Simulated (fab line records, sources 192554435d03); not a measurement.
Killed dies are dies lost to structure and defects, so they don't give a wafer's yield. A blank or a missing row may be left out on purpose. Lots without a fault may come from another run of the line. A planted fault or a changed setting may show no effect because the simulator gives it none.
Chamber matching | flow n5_finfet | N5_BEOL_M12_ILD_DEP_00 on pecvd-03: 3 sister chambers
The step deposits SiOC from DEMS/O2, target thk 658.92 nm, time 130.7 s. 20 wafers are shown with their chamber, then 10 later ones without.

WAFERS WITH THEIR CHAMBER
wafer  | chamber | throttle_valve_pct (%) | heater_power_w (W) | showerhead_plenum_p_Torr (Torr)
L076.1 | 1       | 12.4                   | 423                | 5.726
L076.2 | 0       | 12.3                   | 447                | 5.699
L076.5 | 0       | 12.2                   | 354                | 5.702
L076.3 | 0       | 12.3                   | 447                | 5.695
L076.4 | 1       | 12.5                   | 452                | 5.686
L076.6 | 1       | 12.3                   | 478                | 5.713
L074.1 | 0       | 12.4                   | 432                | 5.718
L074.3 | 0       | 12.2                   | 443                | 5.715
L074.5 | 1       | 12.4                   | 494                | 5.695
L081.1 | 2       | 10.6                   | 538                | 5.683
L081.4 | 0       | 12.1                   | 462                | 5.712
L081.5 | 1       | 12.4                   | 465                | 5.713
L084.1 | 0       | 12.4                   | 396                | 5.713
L084.2 | 1       | 12.3                   | 491                | 5.702
L084.4 | 0       | 12.3                   | 418                | 5.701
L086.2 | 0       | 12.5                   | 439                | 5.713
L086.4 | 0       | 12.7                   | 461                | 5.713
L086.5 | 1       | 12.5                   | 478                | 5.704
L089.2 | 1       | 12.4                   | 473                | 5.702
L089.5 | 0       | 12.5                   | 405                | 5.706

SIGNATURES (means of the wafers above)
reading                  | chamber 0 | chamber 1 | chamber 2 | scatter within a chamber
throttle_valve_pct       | 12.355    | 12.400    | 10.600    | 0.139
heater_power_w           | 427.64    | 469.25    | 538.00    | 28.9
showerhead_plenum_p_Torr | 5.70791   | 5.70512   | 5.68300   | 0.00979
Rule: a wafer's distance from a chamber is the root of the sum, over the readings, of the square of ((its reading less the chamber's mean) divided by the reading's scatter). The wafer belongs to the nearest chamber; if the next one is less than 2 further off, it can't be placed. The scatter: the root of (the sum of the squares of (reading less its chamber's mean) over the shown wafers, divided by (wafers less chambers)).

WAFERS WITHOUT THEIR CHAMBER
wafer  | throttle_valve_pct (%) | heater_power_w (W) | showerhead_plenum_p_Torr (Torr)
L089.6 | 10.7                   | 539                | 5.697
L090.1 | 10.6                   | 493                | 5.700
L090.2 | 12.3                   | 470                | 5.702
L090.3 | 12.5                   | 401                | 5.709
L090.4 | 12.5                   | 496                | 5.695
L090.5 | 12.5                   | 431                | 5.718
L090.6 | 10.4                   | 527                | 5.707
L095.2 | 12.7                   | 433                | 5.716
L095.4 | 12.4                   | 506                | 5.707
L095.5 | 12.7                   | 463                | 5.720

WHICH CHAMBER EACH WENT THROUGH
wafer  | from the rows above     | in truth
L089.6 | 2                       | 2
L090.1 | 2                       | 2
L090.2 | can't be placed: 1 or 0 | 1
L090.3 | can't be placed: 0 or 1 | 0
L090.4 | can't be placed: 1 or 0 | 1
L090.5 | can't be placed: 0 or 1 | 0
L090.6 | 2                       | 2
L095.2 | can't be placed: 0 or 1 | 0
L095.4 | can't be placed: 1 or 0 | 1
L095.5 | can't be placed: 1 or 0 | 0
Placed correctly: 3 of 10. Can't be placed from these rows: 7 (the true chamber is among the candidates in 7). Placed wrongly: 0.
